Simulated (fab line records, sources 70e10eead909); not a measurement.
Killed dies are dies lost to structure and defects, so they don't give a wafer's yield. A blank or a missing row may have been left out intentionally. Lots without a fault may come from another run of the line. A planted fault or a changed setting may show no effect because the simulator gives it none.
Matching of chambers	flow nand_harc	ald_metal-01 running NHARC_A_CONTACT_ALD_18: 4 sister chambers
The step deposits TiN, target thk 3 nm, pulse time 1 s, ald cycles 150. 8 wafers are shown with their chamber, then 12 later ones without.

== WAFERS WITH THEIR CHAMBER ==
wafer	chamber	heater_power_w (W)	precursor_pulse_height_rel
L081.2	3	1264	1.006
L081.3	2	1288	1.010
L087.3	2	1344	0.966
L087.4	1	1022	0.998
L087.6	1	1028	0.992
L089.3	0	1320	1.005
L089.5	0	1366	0.948
L089.6	3	1240	1.000

== WAFERS MISSING THEIR CHAMBER ==
wafer	heater_power_w (W)	precursor_pulse_height_rel
L090.1	1241	0.985
L090.3	1373	1.002
L090.4	1279	0.946
L090.2	1019	0.993
L090.5	1023	0.980
L090.6	1345	0.989
L095.1	1190	0.982
L095.2	1339	0.989
L095.3	1270	1.004
L095.4	1095	1.025
L095.5	1261	1.009
L095.6	1233	0.979

== EACH ONE'S CHAMBER ==
wafer	from the rows above	in truth
L090.1	can't be placed: 3 or 2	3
L090.3	can't be placed: 0 or 2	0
L090.4	can't be placed: 2 or 3 or 0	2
L090.2	1	1
L090.5	1	1
L090.6	can't be placed: 0 or 2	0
L095.1	3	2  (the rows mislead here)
L095.2	can't be placed: 0 or 2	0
L095.3	can't be placed: 3 or 2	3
L095.4	1	1
L095.5	can't be placed: 3 or 2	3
L095.6	can't be placed: 3 or 2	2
Placed correctly: 3 of 12. These rows do not allow placing 8 (true chamber among the candidates in 8). Number placed wrongly: 1.
How it was worked out, from the rows above alone: a wafer's distance from a chamber is the root of the sum, over the readings, of the square of ((its reading less the chamber's mean) divided by the reading's scatter). The wafer belongs to the nearest chamber; if the next one is less than 2 further off, it can't be placed. For every chamber, the mean is computed from those of its wafers that are shown. The scatter: the root of (the sum of the squares of (reading less its chamber's mean) over the shown wafers, divided by (wafers less chambers)).
